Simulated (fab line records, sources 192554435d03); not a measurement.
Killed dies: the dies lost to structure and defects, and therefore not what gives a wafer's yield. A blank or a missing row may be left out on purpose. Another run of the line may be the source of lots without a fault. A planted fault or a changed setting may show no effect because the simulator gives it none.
Chamber matching || flow n5_finfet || 4 sister chambers for N5_BEOL_M4_ETCH_74 on rie_diel-03
The step etches underlayer in N2/H2, target depth 6.5 nm, time 5.2 s. 18 wafers are shown with their chamber, then 9 later ones without.

== WAFERS, EACH WITH ITS CHAMBER ==
{"wafer": "L082.1", "chamber": 2, "drypump_motor_current_A (A)": 5.8, "showerhead_plenum_p_Torr (Torr)": 2.41, "throttle_valve_pct (%)": 18.03}
{"wafer": "L082.3", "chamber": 3, "drypump_motor_current_A (A)": 5.8, "showerhead_plenum_p_Torr (Torr)": 2.58, "throttle_valve_pct (%)": 17.71}
{"wafer": "L082.6", "chamber": 3, "drypump_motor_current_A (A)": 5.8, "showerhead_plenum_p_Torr (Torr)": 2.58, "throttle_valve_pct (%)": 17.73}
{"wafer": "L083.1", "chamber": 3, "drypump_motor_current_A (A)": 5.8, "showerhead_plenum_p_Torr (Torr)": 2.58, "throttle_valve_pct (%)": 17.72}
{"wafer": "L083.2", "chamber": 0, "drypump_motor_current_A (A)": 6.3, "showerhead_plenum_p_Torr (Torr)": 2.62, "throttle_valve_pct (%)": 18.19}
{"wafer": "L083.3", "chamber": 2, "drypump_motor_current_A (A)": 5.8, "showerhead_plenum_p_Torr (Torr)": 2.41, "throttle_valve_pct (%)": 18.04}
{"wafer": "L087.1", "chamber": 0, "drypump_motor_current_A (A)": 6.3, "showerhead_plenum_p_Torr (Torr)": 2.62, "throttle_valve_pct (%)": 18.19}
{"wafer": "L087.3", "chamber": 1, "drypump_motor_current_A (A)": 4.8, "showerhead_plenum_p_Torr (Torr)": 2.45, "throttle_valve_pct (%)": 17.46}
{"wafer": "L087.5", "chamber": 3, "drypump_motor_current_A (A)": 5.8, "showerhead_plenum_p_Torr (Torr)": 2.58, "throttle_valve_pct (%)": 17.74}
{"wafer": "L089.2", "chamber": 0, "drypump_motor_current_A (A)": 6.3, "showerhead_plenum_p_Torr (Torr)": 2.62, "throttle_valve_pct (%)": 18.19}
{"wafer": "L089.3", "chamber": 2, "drypump_motor_current_A (A)": 5.7, "showerhead_plenum_p_Torr (Torr)": 2.40, "throttle_valve_pct (%)": 18.07}
{"wafer": "L089.5", "chamber": 1, "drypump_motor_current_A (A)": 4.8, "showerhead_plenum_p_Torr (Torr)": 2.45, "throttle_valve_pct (%)": 17.44}
{"wafer": "L090.2", "chamber": 1, "drypump_motor_current_A (A)": 4.8, "showerhead_plenum_p_Torr (Torr)": 2.44, "throttle_valve_pct (%)": 17.47}
{"wafer": "L090.3", "chamber": 0, "drypump_motor_current_A (A)": 6.2, "showerhead_plenum_p_Torr (Torr)": 2.62, "throttle_valve_pct (%)": 18.16}
{"wafer": "L090.4", "chamber": 3, "drypump_motor_current_A (A)": 5.8, "showerhead_plenum_p_Torr (Torr)": 2.57, "throttle_valve_pct (%)": 17.77}
{"wafer": "L093.4", "chamber": 0, "drypump_motor_current_A (A)": 6.2, "showerhead_plenum_p_Torr (Torr)": 2.61, "throttle_valve_pct (%)": 18.15}
{"wafer": "L093.5", "chamber": 3, "drypump_motor_current_A (A)": 5.8, "showerhead_plenum_p_Torr (Torr)": 2.57, "throttle_valve_pct (%)": 17.75}
{"wafer": "L093.6", "chamber": 2, "drypump_motor_current_A (A)": 5.7, "showerhead_plenum_p_Torr (Torr)": 2.40, "throttle_valve_pct (%)": 18.05}

SIGNATURES (means of the wafers above)
{"reading": "drypump_motor_current_A", "chamber 0": 6.260, "chamber 1": 4.800, "chamber 2": 5.750, "chamber 3": 5.800, "scatter within a chamber": 0.0396}
{"reading": "showerhead_plenum_p_Torr", "chamber 0": 2.6180, "chamber 1": 2.4467, "chamber 2": 2.4050, "chamber 3": 2.5767, "scatter within a chamber": 0.00521}
{"reading": "throttle_valve_pct", "chamber 0": 18.1760, "chamber 1": 17.4567, "chamber 2": 18.0475, "chamber 3": 17.7367, "scatter within a chamber": 0.0193}
Rule: a wafer lies at a distance from a chamber equal to the root of the sum of squares, over the readings, of (its reading less the chamber's mean, divided by the reading's scatter). The wafer belongs to the nearest chamber; if the next one is less than 2 further off, it can't be placed. The scatter is the square root of a quotient: the sum, over the shown wafers, of each reading's squared deviation from its chamber's mean, divided by wafers minus chambers.

== WAFERS WHOSE CHAMBER IS MISSING ==
{"wafer": "L094.2", "drypump_motor_current_A (A)": 5.8, "showerhead_plenum_p_Torr (Torr)": 2.39, "throttle_valve_pct (%)": 18.06}
{"wafer": "L094.3", "drypump_motor_current_A (A)": 4.8, "showerhead_plenum_p_Torr (Torr)": 2.44, "throttle_valve_pct (%)": 17.49}
{"wafer": "L094.4", "drypump_motor_current_A (A)": 5.7, "showerhead_plenum_p_Torr (Torr)": 2.40, "throttle_valve_pct (%)": 18.09}
{"wafer": "L096.1", "drypump_motor_current_A (A)": 4.8, "showerhead_plenum_p_Torr (Torr)": 2.44, "throttle_valve_pct (%)": 17.53}
{"wafer": "L096.2", "drypump_motor_current_A (A)": 5.8, "showerhead_plenum_p_Torr (Torr)": 2.39, "throttle_valve_pct (%)": 18.08}
{"wafer": "L096.6", "drypump_motor_current_A (A)": 5.8, "showerhead_plenum_p_Torr (Torr)": 2.57, "throttle_valve_pct (%)": 17.76}
{"wafer": "L097.1", "drypump_motor_current_A (A)": 4.9, "showerhead_plenum_p_Torr (Torr)": 2.44, "throttle_valve_pct (%)": 17.49}
{"wafer": "L097.3", "drypump_motor_current_A (A)": 5.8, "showerhead_plenum_p_Torr (Torr)": 2.39, "throttle_valve_pct (%)": 18.10}
{"wafer": "L097.5", "drypump_motor_current_A (A)": 5.8, "showerhead_plenum_p_Torr (Torr)": 2.39, "throttle_valve_pct (%)": 18.10}

== WHICH CHAMBER EACH WENT THROUGH ==
{"wafer": "L094.2", "from the rows above": 2, "in truth": 2}
{"wafer": "L094.3", "from the rows above": 1, "in truth": 1}
{"wafer": "L094.4", "from the rows above": 2, "in truth": 2}
{"wafer": "L096.1", "from the rows above": 1, "in truth": 1}
{"wafer": "L096.2", "from the rows above": 2, "in truth": 2}
{"wafer": "L096.6", "from the rows above": 3, "in truth": 3}
{"wafer": "L097.1", "from the rows above": 1, "in truth": 1}
{"wafer": "L097.3", "from the rows above": 2, "in truth": 2}
{"wafer": "L097.5", "from the rows above": 2, "in truth": 2}
9 of 9 placed correctly. From these rows, 0 cannot be placed. 0 placed wrongly.
